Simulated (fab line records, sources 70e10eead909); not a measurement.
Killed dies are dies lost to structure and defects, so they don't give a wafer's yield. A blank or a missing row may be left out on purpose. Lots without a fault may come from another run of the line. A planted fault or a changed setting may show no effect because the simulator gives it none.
A struck lot beside a sound one | flow nand_harc | 33 steps out of a route of 1302
Sound: wafers L765.1, L765.3, L765.4. Struck: wafers L776.2, L776.5, L776.6. The cause comes at the end.
At each step with rows: each side's tool, then ch and its chambers, then its first start. Under that, the readings that differ: sound wafers | struck wafers | difference of the means | sigmas: that difference in standard deviations of wafers without a fault.
alike: readings whose means differ by less than 2 such deviations, and words and numbers that are the same on both sides. not compared: withheld readings, readings that some wafer has no value for, bounds like >300 that may hide the same value, and numbers for which the record gives no deviation and whose values overlap.
The two part at a step that has a row with sigmas, a row that says differs or no value, or rows on one side only. Numbers that don't overlap but have no deviation are shown without sigmas and don't part them. A reading that every wafer of one side lacks parts them only if that side has two wafers or more.

first, 8 steps without rows for these wafers: NHARC_P_M2_EBR_05; NHARC_P_M2_EXPOSE_06 (exposes mask P M2, target cd 170 nm); NHARC_P_M2_PEB_07 (peb time 65 s); NHARC_P_M2_DEVELOP_08 (develop time 35 s); NHARC_P_M2_DESCUM_14 (chemistry O2, time 3 s); NHARC_P_M2_ETCH_35 (etches the open film in N2/H2, target depth 40 nm, overetch 12 nm, time 43.94 s); NHARC_P_M2_ETCH_15 (etches the open film in C4F8/Ar, target depth 182.5 nm, time 91.2 s); NHARC_P_M2_STRIP_18 (strips in N2/H2).
NHARC_P_M2_ETCH_28: etches the open film in CF4/N2, target depth 30 nm, time 72.99 s.
  sound on rie_diel-05 ch 0,1, day 9 06:18; struck on rie_diel-05 ch 1,2, day 13 22:20
  alike: bias_w, drypump_motor_current_A, oes_product_au, rf_vpp_V, showerhead_plenum_p_Torr, throttle_valve_pct
  not compared: rf_hours_counter_h
then, 23 steps without rows for these wafers: NHARC_P_M2_STRIP_19 (strips in post etch residue remover, time 600 s); NHARC_P_M2_DEGAS_29 (time 60 s); NHARC_P_M2_PRE_CLEAN_30 (time 30 s); NHARC_P_M2_PVD_20 (deposits TaN, target thk 5 nm, time 8.06 s); NHARC_P_M2_PVD_21 (deposits Cu, target thk 30 nm, time 20.49 s); NHARC_P_M2_ECD_22 (material Cu, target thk 400 nm); NHARC_P_M2_ANNEAL_31 (time 90 s); NHARC_P_M2_CMP_23 (polishes, t overpolish 20 s, target thk 144.3 nm); NHARC_P_M2_SRD_25; NHARC_P_M2_PRE_CLEAN_32 (time 12 s); NHARC_P_M2_DEP_33 (deposits SiCN, target thk 30 nm); NHARC_P_BONDPAD_DEP_00 (deposits SiCN, target thk 250 nm); NHARC_P_BONDPAD_CMP_32 (polishes SiCN, target thk 200 nm); NHARC_P_BONDPAD_SRD_34; NHARC_P_BONDPAD_DEHYDRATE_01 (time 120 s); NHARC_P_BONDPAD_HMDS_02 (time 30 s); NHARC_P_BONDPAD_COAT_36 (time 65 s); NHARC_P_BONDPAD_COAT_03 (resist thk 600 nm); NHARC_P_BONDPAD_SOFTBAKE_04 (time 70 s); NHARC_P_BONDPAD_EBR_05; NHARC_P_BONDPAD_EXPOSE_06 (exposes mask P BPAD); NHARC_P_BONDPAD_PEB_07 (peb time 80 s); NHARC_P_BONDPAD_DEVELOP_08 (time 50 s).
-- the record jumps here: 18 days lie between the struck wafers' starts before and after (it left off in module P_BONDPAD and takes up again in module END, whose first step shown is number 1302 of the route) --
NHARC_END_SORT_01:
  sound on prober-01 ch 0, day 26 22:26; struck on prober-01 ch 0, day 32 05:44
  reading                  | sound     | struck         | difference | sigmas
  defect_limited_yield (%) | 94.8 95.0 | 78.9 80.4 78.9 | -15.5      | -6
  killed_at_array          | 33 28     | 94 86 73       | +54        | +3
  killed_at_periphery      | 2 4       | 49 47 70       | +52        | +19
  killed_dies              | 35 34     | 143 133 143    | +105       | +6
  alike: killed_at_other, killed_open, killed_short

WHERE THEY PART
Only at NHARC_END_SORT_01, within this record.

WHY: what the simulator had put in
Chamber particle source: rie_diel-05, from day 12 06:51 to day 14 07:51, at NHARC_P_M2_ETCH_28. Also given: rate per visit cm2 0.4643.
